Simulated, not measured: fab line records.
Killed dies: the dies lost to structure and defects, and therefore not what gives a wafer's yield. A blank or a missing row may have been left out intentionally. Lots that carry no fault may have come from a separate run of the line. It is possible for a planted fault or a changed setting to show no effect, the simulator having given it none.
Which of the tools did it? ; flow nand_harc ; 6 lots with 18 wafers sampled at 2 steps, on a route of 1302 steps

WHAT THE GAUGES SHOWED, per wafer
NHARC_P_ZERO_WELL_CD_MEAS_37 targets a cd of 720 nm.
lot;measured;on;cd_nm (nm)
L881;day 2 09:59;cd_sem-01;718.6 716.9 718.3
L884;day 3 16:19;cd_sem-01;720.7 720.6 719.0
L886;day 4 12:15;cd_sem-01;718.1 718.3 719.0
L895;day 8 06:07;cd_sem-01;703.8 705.8 708.8 703.7 705.9 708.7
L899;day 9 22:05;cd_sem-01;717.3 717.6 719.2
L903;day 11 14:06;cd_sem-02;719.4 717.6 716.2

WHAT TOOL EACH LOT RAN ON (gives the tool, then ch and the chambers of the sampled wafers, and finally the start)
lot;NHARC_P_ZERO_WELL_PEB_35
L881;litho_track-05 ch 0, day 2 09:53
L884;litho_track-03 ch 0, day 3 16:14
L886;litho_track-03 ch 0, day 4 12:10
L895;litho_track-07 ch 0, day 8 06:01
L899;litho_track-03 ch 0, day 9 22:00
L903;litho_track-05 ch 0, day 11 14:01
- NHARC_P_ZERO_WELL_PEB_35: peb time 85 s.

THE ANSWER, worked out from the rows above alone
Rule: the lots themselves supply what counts as usual. The widest of any qualifying gaps counts: lots, ordered by their means at a reading, are off when they make up no more than a third of the lots, leave a main group of 4 or more, and stand apart from it by 3 or more times the standard deviation of that group's means. The tables above print the reading to a certain number of digits; a main group whose means all agree to those digits is not used. A lot without any number at a reading at which 4 lots or more have one is off too. The other lots that the step has rows for count as sound.
Off, at NHARC_P_ZERO_WELL_CD_MEAS_37 on cd_nm: L895. The main group: mean 718.5 nm, standard deviation 0.86.
A tool fits if, at a process step before that reading, it ran every lot that is off, and no sound lot after the first of them. Gauges at NHARC_P_ZERO_WELL_CD_MEAS_37: tried the same way as those tools. One candidate fits, namely litho_track-07 at NHARC_P_ZERO_WELL_PEB_35. It ran no sound lot before its first lot that is off in this sample, so the start can't be narrowed down.

WHAT THE SIMULATOR HAD INSERTED
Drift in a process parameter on litho_track-07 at NHARC_P_ZERO_WELL_PEB_35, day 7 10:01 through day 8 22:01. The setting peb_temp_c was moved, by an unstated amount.
Shown lots that were struck: L895. Same finding as the rule above.
